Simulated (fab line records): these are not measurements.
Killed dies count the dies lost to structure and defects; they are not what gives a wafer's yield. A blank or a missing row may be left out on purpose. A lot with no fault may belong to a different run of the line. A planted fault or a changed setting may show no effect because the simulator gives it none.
fab line records	flow nand_harc
record: lots: 5	wafers: 14	last_day: 24
route steps=1159 shown A_SGD_CUT@753 END@1159
lots that met no fault: from a run of the same line without faults
start_h: hours from the record's first day to the start of the lot's first wafer shown	wait_h: hours from the lot's prior step to this one	" unchanged from the row above	L1.1+2: one row covering several wafers at once	- no value, or no start given	* or withheld: withheld	< > ~ a bound
route shown NAME@n: NAME is a module with steps in the file, n the number in the route of the first one	usual: the fault-free wafers' mean and standard deviation	same: alike in all rows	chamber/n: place in a boat	sites: the reading at each site	_std_site: standard deviation of those values	_edge_site: mean of outer sites minus mean of inner sites	radius_mm: how far each site lies from the wafer's centre	mask NAME#n: copy n	behind: the tool/chamber that last shaped the wafer	hold: why the lot was held/for how many hours/how that ended	device: transistor that didn't switch, given as n, p or np	end of line: tests run on the same wafers once the route is complete	a step given without rows: its recipe and nothing more	killed: the dies lost at the first sort to structure and to defects; this is not the yield of the wafer	map: a wafer's dies, marking killed ones x, the rest . and places with no die _
set.NAME: the run value of the setting; set.NAME@STEP: its run value at that earlier step	model.NAME: the simulator's own value behind a step, which no gauge read
lots seen at some steps along the route; tables by step, rows by wafer
services: when a tool's chamber went out of use (start_h, in hours from the record's first day, below 0 if earlier), for how many hours, and the reason
== steps ==
step: NHARC_A_SGD_CUT_SOFTBAKE_04
recipe: temp_c: 105	time_s: 55
step: NHARC_A_SGD_CUT_EBR_05
step: NHARC_A_SGD_CUT_EXPOSE_06
recipe: na: 1.35	dose_mj: 85.59	mask_id: SGD
step: NHARC_A_SGD_CUT_PEB_07
recipe: peb_temp_c: 100	peb_time_s: 65
step: NHARC_A_SGD_CUT_DEVELOP_08
recipe: develop_time_s: 35	dev_temp_c: 23
step: NHARC_A_SGD_CUT_CD_MEAS_09
recipe: target_cd_nm: 100	landing_energy_ev: 500
usual: cd_nm: 100.4/0.88
lot.wafer	tool	chamber	start_h	wait_h	cd_nm
L500.1	cd_sem-01	0	323.86	-	100.1
L500.2	"	0	"	"	100.8
L500.6	"	0	"	"	101.2
L504.2	cd_sem-01	0	345.36	-	102.2
L504.5	"	0	"	"	100.5
L504.6	"	0	"	"	101.7
L511.4	cd_sem-02	0	386.50	-	100.3
L511.5	"	0	"	"	100.6
L512.2	cd_sem-01	0	386.66	-	100.4
L512.4	"	0	"	"	100.7
L512.6	"	0	"	"	100.1
L519.1	cd_sem-02	0	433.12	-	101.9
L519.2	"	0	"	"	101.3
L519.4	"	0	"	"	100.6
step: NHARC_A_SGD_CUT_OVL_MEAS_10
usual: overlay_x_nm: 0.1/0.81	overlay_y_nm: 0.2/0.74
lot.wafer	tool	chamber	start_h	wait_h	overlay_x_nm	overlay_y_nm
L500.1	overlay-01	-	323.94	-	1.0	-0.2
L500.2	"	-	"	"	0.8	0.0
L500.6	"	-	"	"	0.9	0.0
L504.2	overlay-02	-	345.45	-	0.1	1.4
L504.5	"	-	"	"	-0.3	1.6
L504.6	"	-	"	"	-0.2	1.3
L511.4	overlay-02	-	386.58	-	0.4	0.5
L511.5	"	-	"	"	0.2	0.8
L512.2	overlay-01	-	386.75	-	-0.8	0.0
L512.4	"	-	"	"	0.3	0.2
L512.6	"	-	"	"	0.1	0.5
L519.1	overlay-01	-	433.20	-	1.3	-0.6
L519.2	"	-	"	"	1.7	-0.3
L519.4	"	-	"	"	1.9	-0.1
step: NHARC_A_SGD_CUT_INSPECT_11
usual: raw_defect_count: 18/11
lot.wafer	tool	chamber	start_h	wait_h	raw_defect_count
L500.1	defect_inspect-02	-	323.99	0.0	5
L500.2	"	-	"	"	7
L500.6	"	-	"	"	6
L504.2	defect_inspect-01	-	345.49	0.0	27
L504.5	"	-	"	"	31
L504.6	"	-	"	"	19
L511.4	defect_inspect-02	-	386.62	0.0	22
L511.5	"	-	"	"	31
L512.2	defect_inspect-01	-	386.79	0.0	35
L512.4	"	-	"	"	36
L512.6	"	-	"	"	24
L519.1	defect_inspect-02	-	433.24	0.0	11
L519.2	"	-	"	"	15
L519.4	"	-	"	"	10
step: NHARC_A_SGD_CUT_DESCUM_14
recipe: time_s: 3	o2_flow_sccm: 200	ar_flow_sccm: 0	bias_power_w: 0	chemistry: O2
usual: drypump_motor_current_A: 5.6/0.52	oes_product_au: 0.998/0.015	rf_vpp_V: 57.8/0.79	showerhead_plenum_p_Torr: 1.92/0.068	throttle_valve_pct: 11.309/0.0094
lot.wafer	tool	chamber	start_h	wait_h	drypump_motor_current_A	oes_product_au	rf_hours_counter_h	rf_vpp_V	showerhead_plenum_p_Torr	throttle_valve_pct
L500.2	rie_diel-13	1	324.05	0.1	5.6	1.001	3	57.4	1.89	11.310
L500.1	"	0	"	"	5.6	0.983	3	56.0	1.97	11.317
L500.6	"	1	"	"	5.6	0.989	-	57.4	1.89	11.310
L504.2	rie_diel-09	1	345.55	0.1	5.9	0.999	11	56.8	1.93	11.303
L504.5	"	1	"	"	5.9	1.021	-	57.5	1.93	11.320
L504.6	"	2	"	"	5.9	1.014	-	57.6	1.79	11.311
L511.4	rie_diel-09	2	386.71	0.1	5.9	1.015	14	57.1	1.79	11.291
L511.5	"	3	"	"	4.9	0.993	-	57.6	1.92	11.319
L512.2	rie_diel-13	3	386.86	0.1	5.3	0.993	10	57.8	1.92	11.302
L512.4	"	0	"	"	5.6	0.975	9	58.9	1.97	11.305
L512.6	"	3	"	"	5.3	1.004	-	57.3	1.92	11.296
L519.1	rie_diel-10	0	433.30	0.1	5.9	1.007	6	57.9	1.87	11.308
L519.4	"	1	"	"	4.7	0.961	6	57.6	1.98	11.313
L519.2	"	2	"	"	6.7	0.992	6	57.3	1.96	11.311
step: NHARC_A_SGD_CUT_ETCH_58
recipe: target_depth_a: 390	over_etch_frac: 0.3	time_s: 65	ion_energy_ev: 80	cf4_flow_sccm: 150	ar_flow_sccm: 0	rf_w: 300	bias_w: 100	chemistry: CF4
usual: bias_w: 100.0/0.31	drypump_motor_current_A: 5.6/0.55	oes_product_au: 0.995/0.014	rf_vpp_V: 151.3/1.2	showerhead_plenum_p_Torr: 1.78/0.057	throttle_valve_pct: 13.284/0.0083
lot.wafer	tool	chamber	start_h	wait_h	bias_w	drypump_motor_current_A	oes_product_au	rf_hours_counter_h	rf_vpp_V	showerhead_plenum_p_Torr	throttle_valve_pct
L500.2	rie_diel-13	1	324.15	0.1	99.7	5.6	0.993	3	151.8	1.75	13.275
L500.1	"	2	"	"	100.5	5.8	0.975	3	149.4	1.66	13.272
L500.6	"	0	"	"	100.2	5.5	0.974	-	152.3	1.82	13.295
L504.2	rie_diel-09	3	345.64	0.1	100.2	4.9	0.998	9	151.1	1.77	13.274
L504.6	"	2	"	"	99.9	5.9	1.006	-	148.5	1.66	13.279
L504.5	"	3	"	"	100.4	4.9	0.998	-	151.9	1.77	13.283
L511.4	rie_diel-09	2	386.78	0.1	100.4	5.9	1.004	14	149.2	1.66	13.276
L511.5	"	3	"	"	100.2	4.8	0.998	-	150.8	1.77	13.304
L512.2	rie_diel-13	2	386.93	0.1	99.6	5.8	0.992	10	149.9	1.66	13.286
L512.4	"	0	"	"	99.7	5.5	0.990	9	152.6	1.82	13.294
L512.6	"	2	"	"	99.8	5.8	0.992	-	148.5	1.66	13.287
L519.2	rie_diel-10	1	433.39	0.1	99.7	4.7	0.970	6	152.7	1.82	13.280
L519.1	"	3	"	"	99.7	5.9	1.000	6	152.3	1.81	13.273
L519.4	"	0	"	"	100.0	5.9	1.010	6	151.1	1.73	13.273
step: NHARC_A_SGD_CUT_ETCH_59
recipe: target_depth_a: 2600	over_etch_frac: 0.25	time_s: 406.25	ion_energy_ev: 200	n2_flow_sccm: 150	h2_flow_sccm: 150	ar_flow_sccm: 0	rf_w: 400	bias_w: 150	chemistry: N2/H2
usual: bias_w: 150.1/0.42	drypump_motor_current_A: 5.6/0.55	h2_flow_sccm: 150.0/0.47	n2_flow_sccm: 150.0/0.41	oes_product_au: 0.997/0.013	rf_vpp_V: 430.6/2.2	showerhead_plenum_p_Torr: 2.05/0.073	throttle_valve_pct: 14.172/0.0087
lot.wafer	tool	chamber	start_h	wait_h	bias_w	drypump_motor_current_A	h2_flow_sccm	n2_flow_sccm	oes_product_au	rf_hours_counter_h	rf_vpp_V	showerhead_plenum_p_Torr	throttle_valve_pct
L500.1	rie_diel-13	0	-	-	150.2	5.5	150.1	150.7	0.995	4	430.3	2.10	14.167
L500.2	"	3	"	"	149.4	5.3	149.7	149.8	1.002	4	430.8	2.05	14.166
L500.6	"	1	"	"	149.9	5.6	149.8	149.6	0.987	-	428.4	2.02	14.183
L504.2	rie_diel-09	1	-	-	150.1	5.9	149.8	150.2	1.003	11	431.7	2.06	14.172
L504.5	"	3	"	"	150.4	4.9	150.2	150.2	1.002	-	431.5	2.05	14.163
L504.6	"	0	"	"	149.8	5.5	150.6	150.2	1.016	-	433.0	2.13	14.180
L511.4	rie_diel-09	1	-	-	149.7	5.9	150.3	150.3	1.009	16	432.2	2.06	14.179
L511.5	"	2	"	"	150.2	5.9	149.7	150.2	1.008	-	426.6	1.90	14.174
L512.2	rie_diel-13	0	-	-	149.9	5.6	149.9	149.7	0.984	9	431.6	2.10	14.170
L512.4	"	1	"	"	150.0	5.6	150.6	150.0	1.009	10	430.0	2.01	14.177
L512.6	"	1	"	"	150.3	5.6	150.6	149.6	0.992	-	429.2	2.01	14.187
L519.2	rie_diel-10	2	-	-	150.1	6.7	149.5	149.9	0.989	6	431.2	2.09	14.163
L519.1	"	3	"	"	150.2	5.9	150.5	149.6	1.006	6	432.4	2.10	14.168
L519.4	"	0	"	"	149.9	6.0	150.1	150.3	1.021	6	428.6	2.00	14.163
step: NHARC_A_SGD_CUT_ETCH_15
recipe: target_depth_a: 750	time_s: 64.3	ch3f_flow_sccm: 50	o2_flow_sccm: 30	ar_flow_sccm: 200	rf_w: 500	bias_w: 100	chemistry: CH3F/O2
usual: bias_w: 100.1/0.31	drypump_motor_current_A: 5.6/0.53	oes_product_au: 0.958/0.021	rf_vpp_V: 263.9/1.5	showerhead_plenum_p_Torr: 2.46/0.084	throttle_valve_pct: 20.663/0.0093
lot.wafer	tool	chamber	start_h	wait_h	bias_w	drypump_motor_current_A	oes_product_au	rf_hours_counter_h	rf_vpp_V	showerhead_plenum_p_Torr	throttle_valve_pct
L500.2	rie_diel-13	1	-	-	100.0	5.6	0.961	3	263.3	2.43	20.657
L500.1	"	0	"	"	100.1	5.6	0.959	4	263.4	2.53	20.669
L500.6	"	1	"	"	100.2	5.7	0.952	-	262.6	2.43	20.654
L504.2	rie_diel-09	2	-	-	100.6	5.9	0.974	10	261.6	2.30	20.663
L504.5	"	2	"	"	100.6	5.9	0.978	-	262.6	2.30	20.659
L504.6	"	3	"	"	99.7	4.9	0.982	-	263.4	2.47	20.673
L511.4	rie_diel-09	3	-	-	100.1	4.9	0.925	14	264.9	2.46	20.674
L511.5	"	2	"	"	100.2	5.9	0.933	-	261.4	2.30	20.666
L512.4	rie_diel-13	3	-	-	100.5	5.3	0.948	10	263.4	2.47	20.653
L512.2	"	1	"	"	99.8	5.6	0.975	10	264.5	2.43	20.683
L512.6	"	2	"	"	99.7	5.8	0.938	-	261.0	2.30	20.677
L519.4	rie_diel-10	0	-	-	100.1	5.9	0.981	6	263.6	2.41	20.659
L519.2	"	1	"	"	100.1	4.7	0.933	6	264.4	2.54	20.674
L519.1	"	2	"	"	100.5	6.7	0.970	6	264.0	2.51	20.642
step: NHARC_A_SGD_CUT_ETCH_16
recipe: target_depth_a: 3105	time_s: 155.2	c4f8_flow_sccm: withheld	o2_flow_sccm: 8	ar_flow_sccm: withheld	rf_w: 600	bias_w: 800	chemistry: C4F8/O2/Ar
usual: bias_w: 799.9/2.3	oes_product_au: 0.972/0.017	rf_vpp_V: 723/3.5
lot.wafer	tool	chamber	start_h	wait_h	bias_w	oes_product_au	rf_hours_counter_h	rf_vpp_V
L500.2	rie_diel-13	0	324.63	-	798.5	0.972	4	725
L500.1	"	2	"	"	803.2	0.978	4	717
L500.6	"	3	"	"	801.7	0.986	-	724
L504.2	rie_diel-09	3	346.13	-	801.2	0.974	9	725
L504.5	"	2	"	"	801.6	0.986	-	717
L504.6	"	3	"	"	802.9	0.993	-	723
L511.4	rie_diel-09	1	387.29	-	795.7	0.885	17	725
L511.5	"	3	"	"	803.4	0.942	-	724
L512.2	rie_diel-13	0	387.46	-	802.9	0.974	10	726
L512.4	"	1	"	"	798.2	0.986	10	722
L512.6	"	2	"	"	798.5	0.965	-	717
L519.1	rie_diel-10	0	433.87	-	798.7	0.991	6	722
L519.4	"	1	"	"	800.1	0.950	6	726
L519.2	"	2	"	"	797.5	0.972	6	725
step: NHARC_A_SGD_CUT_STRIP_60
recipe: c4f8_flow_sccm: withheld	o2_flow_sccm: 8	ar_flow_sccm: withheld	bias_w: 0	chemistry: C4F8/O2/Ar
step: NHARC_END_SORT_01
recipe: temp_c: 25
usual: killed_at_array: 28/11	killed_at_other: 0.8/1.1	killed_at_periphery: 3.3/2.8	killed_dies: 32/11	killed_open: 3.3/1.9	killed_short: 1.9/1.4
same: gross_dies: 677
lot.wafer	tool	chamber	start_h	wait_h	killed_at_array	killed_at_other	killed_at_periphery	killed_dies	killed_open	killed_short
L500.1	prober-02	0	456.28	2.5	15	0	4	19	6	0
L500.2	prober-02	0	457.09	2.8	20	3	10	33	3	6
L500.6	prober-02	0	460.32	4.0	11	1	11	23	4	1
L504.2	prober-02	0	477.82	2.8	39	0	5	44	3	2
L504.5	prober-02	0	480.23	3.7	34	0	3	37	2	3
L504.6	prober-02	0	481.04	4.0	29	1	3	33	7	3
L512.2	prober-02	0	506.81	2.8	36	2	8	46	6	2
L512.4	prober-02	0	508.44	3.4	37	0	7	44	5	2
L512.6	prober-02	0	510.07	4.1	24	2	6	32	3	2
L511.4	prober-01	0	520.48	3.4	550	2	7	559	5	0
L511.5	prober-01	0	521.28	3.7	39	0	9	48	3	3
L519.1	prober-01	0	576.57	2.5	24	1	5	30	5	1
L519.2	prober-01	0	577.38	2.8	25	0	5	30	2	0
L519.4	prober-01	0	578.99	3.4	25	0	5	30	3	2
killed by level:class
L500.1 A_CONTACT:chamber_film_flake=6 A_CONTACT:geometric_particle:open=2 P_ZERO_WELL:chamber_film_flake=2 P_M0:geometric_particle:open=1 A_SOURCE_PLATE:geometric_particle:open=1 A_ONON_D1:geometric_particle:open=1 A_M0:geometric_particle:open=1 P_BONDPAD:chamber_film_flake=1
L500.2 P_ZERO_WELL:chamber_film_flake=5 A_CONTACT:chamber_film_flake=5 A_CHANNEL_HOLE_D1:chamber_film_flake=3 THIN_TSV:chamber_film_flake=3 A_M0:geometric_particle:open=2 P_STI:chamber_film_flake=2 A_STAIRCASE:chamber_film_flake=2 P_GATE:geometric_particle:short=1
L500.6 P_ZERO_WELL:chamber_film_flake=4 P_BONDPAD:chamber_film_flake=3 P_CONTACT:chamber_film_flake=2 A_STAIRCASE:chamber_film_flake=2 A_CONTACT:chamber_film_flake=2 P_M1:geometric_particle:open=1 A_ONON_D1:geometric_particle:short=1 A_ONON_D1:geometric_particle:open=1
L504.2 A_CHANNEL_HOLE_D1:chamber_film_flake=19 A_SLIT:chamber_film_flake=11 A_STAIRCASE:chamber_film_flake=4 A_CONTACT:chamber_film_flake=3 P_CONTACT:geometric_particle:short=2 P_CONTACT:geometric_particle:open=1 P_M0:geometric_particle:open=1 A_M0:geometric_particle:open=1
L504.5 A_CHANNEL_HOLE_D1:chamber_film_flake=18 A_SLIT:chamber_film_flake=9 A_STAIRCASE:chamber_film_flake=4 P_CONTACT:geometric_particle:short=1 P_M0:geometric_particle:open=1 P_M1:geometric_particle:short=1 A_CONTACT:geometric_particle:short=1 A_CONTACT:geometric_particle:open=1
L504.6 A_CHANNEL_HOLE_D1:chamber_film_flake=10 A_SLIT:chamber_film_flake=7 A_STAIRCASE:chamber_film_flake=3 A_CHANNEL_HOLE_D1:geometric_particle:open=2 P_CONTACT:geometric_particle:open=1 P_M0:geometric_particle:open=1 A_CHANNEL_HOLE_D1:geometric_particle:short=1 A_CHANNEL_FILL_D1:geometric_particle:short=1
L512.2 A_CHANNEL_HOLE_D1:chamber_film_flake=16 A_STAIRCASE:chamber_film_flake=7 A_CONTACT:chamber_film_flake=5 A_M0:geometric_particle:open=3 P_M1:geometric_particle:open=2 P_M1:chamber_film_flake=2 P_M2:chamber_film_flake=2 THIN_TSV:chamber_film_flake=2
L512.4 A_CHANNEL_HOLE_D1:chamber_film_flake=21 A_STAIRCASE:chamber_film_flake=5 A_CONTACT:chamber_film_flake=5 P_M0:geometric_particle:open=2 P_ZERO_WELL:chamber_film_flake=2 P_STI:geometric_particle:open=1 P_M0:geometric_particle:short=1 A_ONON_D1:geometric_particle:open=1
L512.6 A_CHANNEL_HOLE_D1:chamber_film_flake=14 A_STAIRCASE:chamber_film_flake=5 A_CONTACT:chamber_film_flake=4 THIN_TSV:chamber_film_flake=2 P_STI:geometric_particle:short=1 P_GATE:geometric_particle:open=1 P_GATE:geometric_particle:short=1 P_CONTACT:geometric_particle:open=1
L511.4 A_SGD_CUT:area_etch=516 A_CHANNEL_HOLE_D1:chamber_film_flake=19 A_SLIT:chamber_film_flake=11 P_STI:chamber_film_flake=2 P_GATE:geometric_particle:open=1 P_M2:geometric_particle:open=1 A_WL_FILL:geometric_particle:open=1 A_BLC:geometric_particle:open=1
L511.5 A_CHANNEL_HOLE_D1:chamber_film_flake=25 P_ZERO_WELL:chamber_film_flake=5 A_SLIT:chamber_film_flake=5 A_STAIRCASE:chamber_film_flake=3 A_CONTACT:geometric_particle:open=2 P_STI:chamber_film_flake=2 P_M0:geometric_particle:open=1 A_SOURCE_PLATE:geometric_particle:short=1
L519.1 A_SLIT:chamber_film_flake=14 P_M2:chamber_film_flake=4 A_CHANNEL_HOLE_D1:chamber_film_flake=3 A_CONTACT:geometric_particle:open=2 A_CONTACT:chamber_film_flake=2 A_ONON_D1:geometric_particle:open=1 A_CHANNEL_FILL_D1:geometric_particle:open=1 A_SGD_CUT:geometric_particle:open=1
L519.2 A_SLIT:chamber_film_flake=12 A_CHANNEL_HOLE_D1:chamber_film_flake=6 A_CONTACT:chamber_film_flake=5 P_ZERO_WELL:chamber_film_flake=2 P_M2:chamber_film_flake=2 P_GATE:geometric_particle:open=1 A_CONTACT:geometric_particle:open=1 A_STAIRCASE:chamber_film_flake=1
L519.4 A_SLIT:chamber_film_flake=11 A_CHANNEL_HOLE_D1:chamber_film_flake=4 A_STAIRCASE:chamber_film_flake=4 P_M2:chamber_film_flake=3 A_CONTACT:chamber_film_flake=2 P_CONTACT:geometric_particle:short=1 P_M0:geometric_particle:open=1 A_CHANNEL_FILL_D1:geometric_particle:open=1
map L511.4 (x killed, . not)
____________x____________
_________xx.xxxx_________
_______x..xxxxxx.x_______
______xxx....xxxxxx______
_____.xxx.x.xxxxxxxx_____
____x.xx.xxxxxxxxx.x.____
____xxxxxx.xxxxxxxxx.____
___.xxxxxxxxxxx.x.xxxx___
___xxxxxxxxxx.xxxxxxxx___
__x.xxxxxxxxxxxxxxxxxxx__
__xxxxxxxxxxxxxxxxxxxxx__
_xx.xxxxxxxxxxxxxxxx.xxx_
_xxxxxxxxx.xxxxxxxxx..xx_
_x..xxxxxxxx..x.xxxxxxxx_
_....xxxxxxxx.xxxx..xxxx_
_..xxxxxxxxxxxxxxxxx.xxx_
....xxx.xxxxxx.xxx.xxxxx.
.xx..xxxxxxxxxxxxxxxx.xxx
xxx.xxxxxxxxx.xxxxxxxxx.x
..xxxxx.xxx.xxxxx.xxxxxx.
..xx..xxx.xxxxxxxxxxxxxxx
_xxxxxxxxxxxxxxxxxxxxxx._
_xxxxxxxxxxxxxx.xxxxx.xx_
_..xx.xxxxxxx.xxxxxxxxxx_
_......xxxxxxxxxxxxxxxxx_
_..xxxxx.xxxx.xxxx.xxxx._
__..xxx.xxxxxxxxxxxxxxx__
__xx.xxxxxxx.xxx.xxxxx.__
___x.xxxxxx.xxxxxxxxxx___
___.x.xxxxxxxxxxxxxxxx___
____..x.xxxxxxxxxxxxx____
____xxx.xxxxx.xxxxxxx____
_____x.xxx.xxxx..xxx_____
______.xxx.xx.xxx..______
_______.xx.xxxxxxx_______
_________.xxx..._________
____________x____________
map L504.2 (x killed, . not)
____________.____________
_________......._________
_______..........._______
______.............______
_____..............._____
____xxxx.............____
____................x____
___...x...............___
___x..xx..............___
__....................x__
__...xx..x.............__
_...x..................._
_......................._
_......................._
_......................._
_............x.........._
.........................
.........................
.........................
.........................
.........................
_......................._
_......................x_
_......................._
_.....x................._
_......x.x.............._
__......x..............__
__..x..xx....x.........__
___...xxx.............___
___.x.x.x.x...........___
____x..x.x.........x.____
____.x.x....x........____
_____xx...x........._____
______..x..........______
_______...x......._______
_________......._________
____________x____________
== services ==
tool	chamber	start_h	hours	kind
rie_diel-13	0	309.51	-	clean
rie_diel-13	1	309.51	-	clean
rie_diel-13	2	309.51	-	clean
rie_diel-13	3	309.51	-	clean
rie_diel-10	2	309.88	47.2	repair
rie_diel-13	1	314.74	4.5	repair
rie_diel-13	0	331.38	6.9	repair
rie_diel-13	1	334.01	-	clean
rie_diel-13	2	334.01	-	clean
rie_diel-13	3	334.01	-	clean
rie_diel-09	-	350.58	1.1	repair
rie_diel-10	-	353.50	9.0	pm
rie_diel-13	0	358.51	-	clean
rie_diel-13	1	358.51	-	clean
rie_diel-13	2	358.51	-	clean
rie_diel-13	3	358.51	-	clean
rie_diel-13	0	383.10	-	clean
rie_diel-13	1	383.10	-	clean
rie_diel-13	2	383.10	-	clean
rie_diel-13	3	383.10	-	clean
rie_diel-10	1	397.67	4.3	repair
rie_diel-13	0	407.60	-	clean
rie_diel-13	1	422.44	14.9	repair
rie_diel-09	-	431.10	9.0	pm
== key ==
first_sign: step: NHARC_A_SGD_CUT_ETCH_16	reading: oes_product_au	direction: down	sigmas: 5.1	usual: 0.972	struck: 0.885
effect: step: NHARC_END_SORT_01	reading: killed_at_array	direction: up	sigmas: 47	usual: 28	struck: 550
more_kills_born_at: NHARC_A_SGD_CUT_ETCH_16@rie_diel-09: 516
met_at NHARC_A_SGD_CUT_ETCH_16
struck_wafers L511.4
later_rows_left_out L511.4
tester_left_out L511
onset_between 346.13 387.29
fault: kind: process_parameter_drift	tool: rie_diel-09	chamber: -	onset_h: 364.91	steps: NHARC_A_SGD_CUT_ETCH_16	channel: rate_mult	offset: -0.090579	shape: step	end_h: 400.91	scope: struck_wafers_only
tester_left_out: of these lots the tester's yield and bins aren't shown, on N5 and GAA mostly nor the transistor test; their killed dies are dies lost to structure and defects alone, not to doping, threshold or leakage, so they don't give the yield
later_rows_left_out: the simulator's readings of these wafers behind a module that went badly wrong aren't trusted and aren't shown, but for the sort
